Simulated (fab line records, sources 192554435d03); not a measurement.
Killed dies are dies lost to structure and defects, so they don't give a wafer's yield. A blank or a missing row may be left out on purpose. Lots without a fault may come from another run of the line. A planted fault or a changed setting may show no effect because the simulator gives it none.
Which tool did it? | flow n5_finfet | 24 lots, 72 wafers sampled, at 6 steps of a route of 1938

WHAT THE GAUGES READ, wafer by wafer
The record holds no reading of a measuring or inspecting step that can be judged against a usual standard deviation.

WHICH TOOL RAN EACH LOT (tool, then ch and the chambers of the sampled wafers, then the start)
lot  | N5_BEOL_M2_ANNEAL_82         | N5_BEOL_M2_SPUTTER_96        | N5_BEOL_M3_ANNEAL_91         | N5_BEOL_M3_ANNEAL_51             | N5_BEOL_M4_PECVD_72             | N5_BEOL_M4_ETCH_64
L074 | pvd_sputter-03, day 6 18:12  | pvd_sputter-03, day 6 19:26  | pvd_sputter-02, day 7 03:29  | rtp_anneal-02 ch 0, day 7 04:29  | pecvd-04 ch 0,1, day 7 05:42    | rie_diel-03 ch 0,2, day 7 08:17
L076 | pvd_sputter-02, day 7 05:59  | pvd_sputter-02, day 7 07:14  | pvd_sputter-02, day 7 13:56  | rtp_anneal-02 ch 0, day 7 14:43  | pecvd-04 ch 0,1, day 7 15:45    | rie_diel-05 ch 0,2, day 7 17:48
L075 | pvd_sputter-03, day 7 07:41  | pvd_sputter-03, day 7 08:56  | pvd_sputter-02, day 7 16:05  | rtp_anneal-02 ch 0, day 7 16:52  | pecvd-03 ch 0,1,2, day 7 18:01  | rie_diel-05 ch 0,1,3, day 7 19:15
L077 | pvd_sputter-01, day 8 01:04  | pvd_sputter-01, day 8 06:02  | pvd_sputter-03, day 8 15:15  | rtp_anneal-01 ch 0, day 8 16:04  | pecvd-04 ch 1,2, day 8 17:02    | rie_diel-06 ch 0,1, day 8 18:37
L079 | pvd_sputter-02, day 8 08:26  | pvd_sputter-02, day 8 09:41  | pvd_sputter-01, day 8 19:17  | rtp_anneal-01 ch 0, day 8 20:09  | pecvd-04 ch 0,2, day 8 21:07    | rie_diel-06 ch 0,1,3, day 8 22:16
L078 | pvd_sputter-03, day 8 09:32  | pvd_sputter-03, day 8 10:46  | pvd_sputter-03, day 8 19:44  | rtp_anneal-02 ch 0, day 8 20:31  | pecvd-04 ch 1,2, day 8 21:38    | rie_diel-06 ch 0,1,3, day 8 22:53
L080 | pvd_sputter-01, day 8 13:38  | pvd_sputter-01, day 8 14:52  | pvd_sputter-02, day 8 22:54  | rtp_anneal-01 ch 0, day 8 23:41  | pecvd-01 ch 0,1,2, day 9 00:43  | rie_diel-03 ch 1,2,3, day 9 03:36
L081 | pvd_sputter-01, day 8 16:02  | pvd_sputter-01, day 8 17:16  | pvd_sputter-03, day 9 01:24  | rtp_anneal-01 ch 0, day 9 02:16  | pecvd-03 ch 0,1, day 9 03:11    | rie_diel-03 ch 1,2, day 9 04:10
L082 | pvd_sputter-03, day 8 16:28  | pvd_sputter-03, day 8 17:43  | pvd_sputter-01, day 9 02:11  | rtp_anneal-01 ch 0, day 9 02:57  | pecvd-03 ch 0,1, day 9 03:58    | rie_diel-05 ch 0,1,3, day 9 04:47
L083 | pvd_sputter-02, day 8 20:18  | pvd_sputter-02, day 8 21:32  | pvd_sputter-03, day 9 05:17  | rtp_anneal-01 ch 0, day 9 06:06  | pecvd-01 ch 0,2, day 9 07:05    | rie_diel-05 ch 1,2,3, day 9 11:43
L084 | pvd_sputter-01, day 8 23:26  | pvd_sputter-01, day 9 00:41  | pvd_sputter-02, day 9 08:31  | rtp_anneal-02 ch 0, day 9 09:28  | pecvd-01 ch 0,1,2, day 9 10:46  | rie_diel-06 ch 0,1,3, day 9 12:04
L085 | pvd_sputter-01, day 9 12:41  | pvd_sputter-01, day 9 13:56  | pvd_sputter-02, day 10 04:28 | rtp_anneal-01 ch 0, day 10 05:14 | pecvd-03 ch 0,1,2, day 10 06:32 | rie_diel-06 ch 1,2,3, day 10 07:13
L086 | pvd_sputter-01, day 10 01:32 | pvd_sputter-01, day 10 04:27 | pvd_sputter-01, day 10 15:14 | rtp_anneal-01 ch 0, day 10 16:01 | pecvd-01 ch 0,2, day 10 17:10   | rie_diel-03 ch 0,2,3, day 10 19:51
L087 | pvd_sputter-03, day 10 06:25 | pvd_sputter-03, day 10 07:40 | pvd_sputter-03, day 10 18:13 | rtp_anneal-01 ch 0, day 10 18:59 | pecvd-03 ch 0,1,2, day 10 20:04 | rie_diel-05 ch 1,2, day 10 22:34
L088 | pvd_sputter-02, day 10 09:41 | pvd_sputter-02, day 10 10:56 | pvd_sputter-01, day 10 18:13 | rtp_anneal-02 ch 0, day 10 19:02 | pecvd-04 ch 0,1,2, day 10 20:01 | rie_diel-05 ch 1,2, day 10 22:20
L089 | pvd_sputter-02, day 10 17:48 | pvd_sputter-02, day 10 19:02 | pvd_sputter-02, day 11 05:02 | rtp_anneal-01 ch 0, day 11 05:51 | pecvd-04 ch 0,1, day 11 06:49   | rie_diel-05 ch 0,1, day 11 07:53
L090 | pvd_sputter-03, day 10 20:01 | pvd_sputter-03, day 10 21:15 | pvd_sputter-03, day 11 05:38 | rtp_anneal-01 ch 0, day 11 06:35 | pecvd-03 ch 0,1,2, day 11 07:40 | rie_diel-03 ch 1,2,3, day 11 08:20
L091 | pvd_sputter-02, day 10 20:41 | pvd_sputter-02, day 10 21:55 | pvd_sputter-02, day 11 06:57 | rtp_anneal-01 ch 0, day 11 07:44 | pecvd-01 ch 0,1, day 11 08:46   | rie_diel-05 ch 0,1, day 11 11:13
L092 | pvd_sputter-03, day 11 08:55 | pvd_sputter-03, day 11 10:10 | pvd_sputter-02, day 11 16:50 | rtp_anneal-02 ch 0, day 11 17:37 | pecvd-03 ch 0,1,2, day 11 18:40 | rie_diel-06 ch 0,1,2, day 11 19:19
L093 | pvd_sputter-02, day 11 12:58 | pvd_sputter-02, day 11 14:12 | pvd_sputter-03, day 11 23:04 | rtp_anneal-01 ch 0, day 11 23:53 | pecvd-01 ch 0,1, day 12 00:52   | rie_diel-03 ch 2,3, day 12 02:58
L094 | pvd_sputter-01, day 11 22:01 | pvd_sputter-01, day 11 23:15 | pvd_sputter-02, day 12 07:58 | rtp_anneal-01 ch 0, day 12 09:00 | pecvd-04 ch 0,1,2, day 12 09:56 | rie_diel-03 ch 1,3, day 12 11:18
L095 | pvd_sputter-01, day 12 00:29 | pvd_sputter-01, day 12 01:44 | pvd_sputter-01, day 12 16:10 | rtp_anneal-01 ch 0, day 12 16:56 | pecvd-04 ch 0,1,2, day 12 18:03 | rie_diel-05 ch 0,1,2, day 12 19:29
L096 | pvd_sputter-03, day 12 02:16 | pvd_sputter-03, day 12 05:41 | pvd_sputter-01, day 12 21:25 | rtp_anneal-02 ch 0, day 12 22:11 | pecvd-03 ch 0,2, day 12 23:29   | rie_diel-06 ch 0,3, day 13 01:59
L097 | pvd_sputter-02, day 12 15:29 | pvd_sputter-02, day 12 16:44 | pvd_sputter-03, day 13 01:11 | rtp_anneal-02 ch 0, day 13 01:59 | pecvd-01 ch 0,1, day 13 03:14   | rie_diel-03 ch 0,3, day 13 06:07
- N5_BEOL_M2_ANNEAL_82: time 240 s.
- N5_BEOL_M2_SPUTTER_96: material Cu, target thk 4.5 nm, time 8.29 s.
- N5_BEOL_M3_ANNEAL_91: time 240 s.
- N5_BEOL_M3_ANNEAL_51: time 90 s.
- N5_BEOL_M4_PECVD_72: deposits SiO2 from TEOS/O2, target thk 16 nm, time 18 s.
- N5_BEOL_M4_ETCH_64: etches SOC in N2/H2, target depth 75 nm, overetch 22.5 nm, time 121.9 s.

WHAT THE TOOLS THEMSELVES READ (means of the sampled wafers that have a number; where no wafer has one, the mark that the record gives instead)
N5_BEOL_M2_ANNEAL_82. Usual: heater_power_w 911 W, standard deviation 130; susceptor_temp_C_max 401.2, standard deviation 0.53.
lot  | tool           | heater_power_w (W) | susceptor_temp_C_max | flag
L074 | pvd_sputter-03 | 717                | 401.0                |
L076 | pvd_sputter-02 | 981                | 401.6                |
L075 | pvd_sputter-03 | 755                | 400.7                |
L077 | pvd_sputter-01 | 952                | 401.6                |
L079 | pvd_sputter-02 | 893                | 401.1                |
L078 | pvd_sputter-03 | 833                | 400.4                |
L080 | pvd_sputter-01 | 918                | 401.4                |
L081 | pvd_sputter-01 | 930                | 401.6                |
L082 | pvd_sputter-03 | 813                | 400.9                |
L083 | pvd_sputter-02 | 944                | 401.3                |
L084 | pvd_sputter-01 | 972                | 401.5                |
L085 | pvd_sputter-01 | 989                | 401.3                |
L086 | pvd_sputter-01 | 975                | 401.1                |
L087 | pvd_sputter-03 | 840                | 400.8                |
L088 | pvd_sputter-02 | 952                | 401.4                |
L089 | pvd_sputter-02 | 920                | 401.1                |
L090 | pvd_sputter-03 | 808                | 400.8                |
L091 | pvd_sputter-02 | 813                | 401.2                |
L092 | pvd_sputter-03 | 805                | 400.9                |
L093 | pvd_sputter-02 | 894                | 401.3                |
L094 | pvd_sputter-01 | 974                | 401.6                |
L095 | pvd_sputter-01 | 989                | 401.6                |
L096 | pvd_sputter-03 | 901                | 400.6                |
L097 | pvd_sputter-02 | 996                | 401.3                |

N5_BEOL_M2_SPUTTER_96. Usual: throttle_valve_pct 30.2 %, standard deviation 1.1.
lot  | tool           | throttle_valve_pct (%) | flag
L074 | pvd_sputter-03 | 29.7                   |
L076 | pvd_sputter-02 | 30.6                   |
L075 | pvd_sputter-03 | 29.0                   |
L077 | pvd_sputter-01 | 30.1                   |
L079 | pvd_sputter-02 | 29.8                   |
L078 | pvd_sputter-03 | 28.6                   |
L080 | pvd_sputter-01 | 30.8                   |
L081 | pvd_sputter-01 | 30.1                   |
L082 | pvd_sputter-03 | 29.3                   |
L083 | pvd_sputter-02 | 30.3                   |
L084 | pvd_sputter-01 | 31.2                   |
L085 | pvd_sputter-01 | 31.2                   |
L086 | pvd_sputter-01 | 31.2                   |
L087 | pvd_sputter-03 | 28.6                   |
L088 | pvd_sputter-02 | 29.8                   |
L089 | pvd_sputter-02 | 31.1                   |
L090 | pvd_sputter-03 | 30.1                   |
L091 | pvd_sputter-02 | 30.6                   |
L092 | pvd_sputter-03 | 29.4                   |
L093 | pvd_sputter-02 | 30.5                   |
L094 | pvd_sputter-01 | 30.7                   |
L095 | pvd_sputter-01 | 30.6                   |
L096 | pvd_sputter-03 | 29.9                   |
L097 | pvd_sputter-02 | 30.0                   |

N5_BEOL_M3_ANNEAL_91. Usual: heater_power_w 905 W, standard deviation 130; susceptor_temp_C_max 401.2, standard deviation 0.43.
lot  | tool           | heater_power_w (W) | susceptor_temp_C_max | flag
L074 | pvd_sputter-02 | 820                | 401.2                |
L076 | pvd_sputter-02 | 947                | 401.6                |
L075 | pvd_sputter-02 | 812                | 401.5                |
L077 | pvd_sputter-03 | 895                | 400.6                |
L079 | pvd_sputter-01 | 1004               | 401.6                |
L078 | pvd_sputter-03 | 809                | 400.9                |
L080 | pvd_sputter-02 | 998                | 401.8                |
L081 | pvd_sputter-03 | 809                | 400.9                |
L082 | pvd_sputter-01 | 1039               | 401.2                |
L083 | pvd_sputter-03 | 816                | 400.8                |
L084 | pvd_sputter-02 | 864                | 401.4                |
L085 | pvd_sputter-02 | 989                | 401.4                |
L086 | pvd_sputter-01 | 976                | 401.3                |
L087 | pvd_sputter-03 | 875                | 400.8                |
L088 | pvd_sputter-01 | 869                | 401.4                |
L089 | pvd_sputter-02 | 925                | 401.3                |
L090 | pvd_sputter-03 | 807                | 401.1                |
L091 | pvd_sputter-02 | 988                | 401.6                |
L092 | pvd_sputter-02 | 940                | 401.2                |
L093 | pvd_sputter-03 | 804                | 400.8                |
L094 | pvd_sputter-02 | 1056               | 401.3                |
L095 | pvd_sputter-01 | 944                | 401.4                |
L096 | pvd_sputter-01 | 940                | 401.8                |
L097 | pvd_sputter-03 | 879                | 401.0                |

N5_BEOL_M3_ANNEAL_51. Usual: wafer_temp_C_max 225.88, standard deviation 0.21.
lot  | tool          | wafer_temp_C_max | flag
L074 | rtp_anneal-02 | 225.89           |
L076 | rtp_anneal-02 | 226.03           |
L075 | rtp_anneal-02 | 225.83           |
L077 | rtp_anneal-01 | 225.93           |
L079 | rtp_anneal-01 | 226.09           |
L078 | rtp_anneal-02 | 225.96           |
L080 | rtp_anneal-01 | 225.99           |
L081 | rtp_anneal-01 | 226.06           |
L082 | rtp_anneal-01 | 225.68           |
L083 | rtp_anneal-01 | 225.98           |
L084 | rtp_anneal-02 | 225.97           |
L085 | rtp_anneal-01 | 225.78           |
L086 | rtp_anneal-01 | 226.22           |
L087 | rtp_anneal-01 | 225.77           |
L088 | rtp_anneal-02 | 225.80           |
L089 | rtp_anneal-01 | 226.01           |
L090 | rtp_anneal-01 | 225.84           |
L091 | rtp_anneal-01 | 225.69           |
L092 | rtp_anneal-02 | 225.61           |
L093 | rtp_anneal-01 | 225.91           |
L094 | rtp_anneal-01 | 225.94           |
L095 | rtp_anneal-01 | 225.86           |
L096 | rtp_anneal-02 | 225.96           |
L097 | rtp_anneal-02 | 225.63           |

N5_BEOL_M4_PECVD_72. Usual: heater_power_w 717 W, standard deviation 83; showerhead_plenum_p_Torr 8.80 Torr, standard deviation 0.064; showerhead_vpp_V 1297 V, standard deviation 57; throttle_valve_pct 22.3 %, standard deviation 1.3.
lot  | tool     | heater_power_w (W) | showerhead_plenum_p_Torr (Torr) | showerhead_vpp_V (V) | throttle_valve_pct (%) | flag
L074 | pecvd-04 | 735                | 8.75                            | 1224                 | 22.9                   |
L076 | pecvd-04 | 736                | 8.73                            | 1211                 | 22.9                   |
L075 | pecvd-03 | 632                | 8.82                            | 1340                 | 22.3                   |
L077 | pecvd-04 | 754                | 8.85                            | 1300                 | 21.5                   |
L079 | pecvd-04 | 757                | 8.85                            | 1299                 | 20.5                   |
L078 | pecvd-04 | 739                | 8.82                            | 1277                 | 22.8                   |
L080 | pecvd-01 | 728                | 8.81                            | 1301                 | 22.4                   |
L081 | pecvd-03 | 734                | 8.82                            | 1336                 | 23.0                   |
L082 | pecvd-03 | 715                | 8.85                            | 1363                 | 23.2                   |
L083 | pecvd-01 | 639                | 8.81                            | 1311                 | 22.5                   |
L084 | pecvd-01 | 741                | 8.80                            | 1307                 | 22.2                   |
L085 | pecvd-03 | 709                | 8.81                            | 1339                 | 22.2                   |
L086 | pecvd-01 | 622                | 8.82                            | 1315                 | 22.5                   |
L087 | pecvd-03 | 667                | 8.81                            | 1339                 | 22.4                   |
L088 | pecvd-04 | 727                | 8.79                            | 1258                 | 22.0                   |
L089 | pecvd-04 | 780                | 8.76                            | 1232                 | 23.7                   |
L090 | pecvd-03 | 670                | 8.82                            | 1330                 | 22.3                   |
L091 | pecvd-01 | 817                | 8.80                            | 1277                 | 22.3                   |
L092 | pecvd-03 | 710                | 8.81                            | 1346                 | 22.4                   |
L093 | pecvd-01 | 709                | 8.77                            | 1262                 | 22.1                   |
L094 | pecvd-04 | 705                | 8.78                            | 1270                 | 22.2                   |
L095 | pecvd-04 | 741                | 8.80                            | 1260                 | 22.2                   |
L096 | pecvd-03 | 654                | 8.76                            | 1321                 | 22.3                   |
L097 | pecvd-01 | 691                | 8.77                            | 1281                 | 21.9                   |

N5_BEOL_M4_ETCH_64. Usual: drypump_motor_current_A 5.6 A, standard deviation 0.4; h2_flow_sccm 200.0 sccm, standard deviation 0.59; n2_flow_sccm 199.9 sccm, standard deviation 0.57; oes_product_au 0.60 a.u., standard deviation 0.065; rf_vpp_V 523.6 V, standard deviation 2.6; showerhead_plenum_p_Torr 2.53 Torr, standard deviation 0.085; temp_c 40.00 C, standard deviation 0.11; throttle_valve_pct 17.75 %, standard deviation 0.19.
lot  | tool        | drypump_motor_current_A (A) | h2_flow_sccm (sccm) | n2_flow_sccm (sccm) | oes_product_au (a.u.) | rf_vpp_V (V) | showerhead_plenum_p_Torr (Torr) | temp_c (C) | throttle_valve_pct (%) | flag
L074 | rie_diel-03 | 6.2                         | 198.8               | 200.3               | 0.60                  | 521.6        | 2.45                            | 40.04      | 17.75                  |
L076 | rie_diel-05 | 5.7                         | 200.2               | 200.0               | 0.56                  | 525.3        | 2.56                            | 40.02      | 17.69                  |
L075 | rie_diel-05 | 5.4                         | 200.2               | 199.5               | 0.60                  | 523.1        | 2.51                            | 39.92      | 17.84                  |
L077 | rie_diel-06 | 5.3                         | 199.9               | 199.9               | 0.56                  | 525.0        | 2.56                            | 40.04      | 17.61                  |
L079 | rie_diel-06 | 5.6                         | 200.1               | 200.3               | 0.56                  | 523.8        | 2.52                            | 40.02      | 17.73                  |
L078 | rie_diel-06 | 5.7                         | 199.9               | 200.0               | 0.55                  | 523.4        | 2.52                            | 40.06      | 17.73                  |
L080 | rie_diel-03 | 5.7                         | 200.1               | 200.0               | 0.64                  | 522.4        | 2.51                            | 40.04      | 17.84                  |
L081 | rie_diel-03 | 5.9                         | 199.2               | 199.4               | 0.61                  | 522.0        | 2.49                            | 39.91      | 17.94                  |
L082 | rie_diel-05 | 5.4                         | 199.7               | 199.8               | 0.59                  | 522.9        | 2.51                            | 39.94      | 17.86                  |
L083 | rie_diel-05 | 5.4                         | 200.5               | 199.6               | 0.59                  | 523.4        | 2.54                            | 39.85      | 17.75                  |
L084 | rie_diel-06 | 5.6                         | 199.8               | 199.8               | 0.55                  | 523.7        | 2.51                            | 40.13      | 17.73                  |
L085 | rie_diel-06 | 5.9                         | 200.2               | 200.3               | 0.60                  | 523.5        | 2.55                            | 40.06      | 17.55                  |
L086 | rie_diel-03 | 6.0                         | 200.0               | 199.4               | 0.60                  | 519.9        | 2.45                            | 39.98      | 17.83                  |
L087 | rie_diel-05 | 5.5                         | 199.4               | 200.9               | 0.55                  | 525.3        | 2.59                            | 40.10      | 17.65                  |
L088 | rie_diel-05 | 5.3                         | 200.0               | 199.8               | 0.54                  | 523.7        | 2.55                            | 40.03      | 17.79                  |
L089 | rie_diel-05 | 5.5                         | 200.5               | 199.3               | 0.53                  | 522.7        | 2.51                            | 39.88      | 17.89                  |
L090 | rie_diel-03 | 5.7                         | 200.1               | 200.3               | 0.62                  | 523.9        | 2.50                            | 40.02      | 17.88                  |
L091 | rie_diel-05 | 5.4                         | 200.2               | 199.5               | 0.54                  | 523.9        | 2.52                            | 40.03      | 17.92                  |
L092 | rie_diel-06 | 5.3                         | 199.8               | 199.7               | 0.65                  | 525.0        | 2.61                            | 39.94      | 17.53                  |
L093 | rie_diel-03 | 6.0                         | 199.9               | 200.3               | 0.57                  | 521.0        | 2.44                            | 40.10      | 17.93                  |
L094 | rie_diel-03 | 5.4                         | 200.1               | 199.8               | 0.66                  | 524.8        | 2.55                            | 39.84      | 17.85                  |
L095 | rie_diel-05 | 5.5                         | 200.0               | 200.2               | 0.54                  | 524.0        | 2.54                            | 39.94      | 17.79                  |
L096 | rie_diel-06 | 6.0                         | 200.0               | 199.8               | 0.58                  | 521.3        | 2.46                            | 40.02      | 17.75                  |
L097 | rie_diel-03 | 5.9                         | 199.6               | 200.2               | 0.59                  | 522.1        | 2.44                            | 39.99      | 17.75                  |

THE ANSWER, worked out from the rows above alone
Rule: a lot is off if the mean of its wafers that have a number lies more than 3 standard deviations from the usual mean. A lot without any number at a reading at which 4 lots or more have one is off too. The other lots that the step has rows for count as sound. The gauges are gone through in route order, then the tools' own readings, and for those a lot's mean is taken as printed above. The first step at which some lot is off is used, and at that step the reading that is off furthest; a lot without a number counts as furthest.
No lot is off at any reading shown: from this, nothing can be told.

WHAT THE SIMULATOR HAD PUT IN
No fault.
